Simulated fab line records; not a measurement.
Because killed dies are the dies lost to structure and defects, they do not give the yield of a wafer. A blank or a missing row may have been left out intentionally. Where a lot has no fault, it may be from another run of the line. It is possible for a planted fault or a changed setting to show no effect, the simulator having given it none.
Chamber matching / flow n5Finfet / cvdCo-02 running N5_BEOL_M1_PRE_CLEAN_60: 3 sister chambers
The step time 15 s. 3 wafers are shown with their chamber, then 12 later ones without.

== EACH WAFER AND ITS CHAMBER ==
wafer=L089.6; chamber=1; heaterPowerW (W)=89
wafer=L091.3; chamber=2; heaterPowerW (W)=93
wafer=L091.5; chamber=0; heaterPowerW (W)=72

== WAFERS WITHOUT THEIR CHAMBER ==
wafer=L093.3; heaterPowerW (W)=93
wafer=L093.4; heaterPowerW (W)=72
wafer=L093.6; heaterPowerW (W)=91
wafer=L092.1; heaterPowerW (W)=93
wafer=L092.4; heaterPowerW (W)=95
wafer=L092.5; heaterPowerW (W)=90
wafer=L095.1; heaterPowerW (W)=92
wafer=L095.3; heaterPowerW (W)=91
wafer=L095.6; heaterPowerW (W)=72
wafer=L097.1; heaterPowerW (W)=73
wafer=L097.4; heaterPowerW (W)=90
wafer=L097.5; heaterPowerW (W)=94

== EACH ONE'S CHAMBER ==
wafer=L093.3; from the rows above=2; in truth=2
wafer=L093.4; from the rows above=0; in truth=0
wafer=L093.6; from the rows above=can't be placed: 1 or 2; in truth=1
wafer=L092.1; from the rows above=2; in truth=2
wafer=L092.4; from the rows above=2; in truth=2
wafer=L092.5; from the rows above=can't be placed: 1 or 2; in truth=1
wafer=L095.1; from the rows above=can't be placed: 2 or 1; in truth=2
wafer=L095.3; from the rows above=can't be placed: 1 or 2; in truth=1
wafer=L095.6; from the rows above=0; in truth=0
wafer=L097.1; from the rows above=0; in truth=0
wafer=L097.4; from the rows above=can't be placed: 1 or 2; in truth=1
wafer=L097.5; from the rows above=2; in truth=2
Placed correctly: 7 of 12. From these rows, 5 cannot be placed; in 5 the true chamber is one of the candidates. Placed wrongly: 0.
How it was worked out, from the rows above alone: a wafer's distance from a chamber is the root of the sum, over the readings, of the square of ((its reading less the chamber's mean) divided by the reading's scatter). The wafer belongs to the nearest chamber; if the next one is less than 2 further off, it can't be placed. The mean given for a chamber averages the wafers shown for that chamber. The scatter: root of mean squared gap, hidden wafer to nearest shown wafer, with one shown wafer a chamber.
